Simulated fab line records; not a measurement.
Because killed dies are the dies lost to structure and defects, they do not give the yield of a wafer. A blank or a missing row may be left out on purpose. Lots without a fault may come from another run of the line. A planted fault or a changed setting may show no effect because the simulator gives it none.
Which tool did it? | flow nand_harc | 18 wafers from 6 lots sampled at 3 of the route's 1159 steps

== WHAT EACH GAUGE READ, for each wafer ==
NHARC_A_M1_THK_MEAS_24: measures by xrf.
lot  | measured     | on            | thk_nm (nm)
L786 | day 18 03:44 | film_metro-02 | 153.8 155.3 151.6
L789 | day 18 10:29 | film_metro-01 | 153.6 153.7 155.5
L788 | day 19 05:57 | film_metro-02 | 156.1 154.0 157.9
L792 | day 19 20:50 | film_metro-02 | 156.7 155.6 154.3
L796 | day 21 16:14 | film_metro-02 | 155.7 156.5 156.6
L804 | day 23 10:29 | film_metro-01 | 152.4 156.7 153.5

== WHAT TOOL EACH LOT RAN ON (gives the tool, then ch and the chambers of the sampled wafers, and finally the start) ==
lot  | NHARC_A_STAIRCASE_ETCH_452         | NHARC_A_M1_DEGAS_29
L786 | rie_diel-08 ch 2,3, day 12 01:01   | pvd_sputter-01, day 18 02:20
L789 | rie_diel-04 ch 1,3, day 12 11:28   | pvd_sputter-02, day 18 09:05
L788 | rie_diel-04 ch 0,1,3, day 12 18:58 | pvd_sputter-01, day 19 04:32
L792 | rie_diel-12 ch 0,2,3, day 13 07:38 | pvd_sputter-02, day 19 19:17
L796 | rie_diel-08 ch 2,3, day 15 04:09   | pvd_sputter-03, day 21 14:50
L804 | rie_diel-04 ch 1,3, day 16 18:23   | pvd_sputter-02, day 23 09:05
- NHARC_A_STAIRCASE_ETCH_452: etches the open film in CF4/O2, target depth 30 nm, overetch 3 nm, time 16.5 s.
- NHARC_A_M1_DEGAS_29: time 60 s.

== THE ANSWER, worked out from the rows above alone ==
Rule: what is usual is taken from the lots themselves. Put in order of their means at a reading, lots are off if they are a third of the lots or fewer, leave a main group of 4 or more, and stand apart from it by a gap of 3 or more times the standard deviation of the main group's means; of several such gaps the widest counts. The tables above print the reading to a certain number of digits; a main group whose means all agree to those digits is not used. A lot without any number at a reading at which 4 lots or more have one is off too. The other lots that the step has rows for count as sound.
Nothing can be told from this: no lot is off at any reading shown.

== WHAT THE SIMULATOR HAD INSERTED ==
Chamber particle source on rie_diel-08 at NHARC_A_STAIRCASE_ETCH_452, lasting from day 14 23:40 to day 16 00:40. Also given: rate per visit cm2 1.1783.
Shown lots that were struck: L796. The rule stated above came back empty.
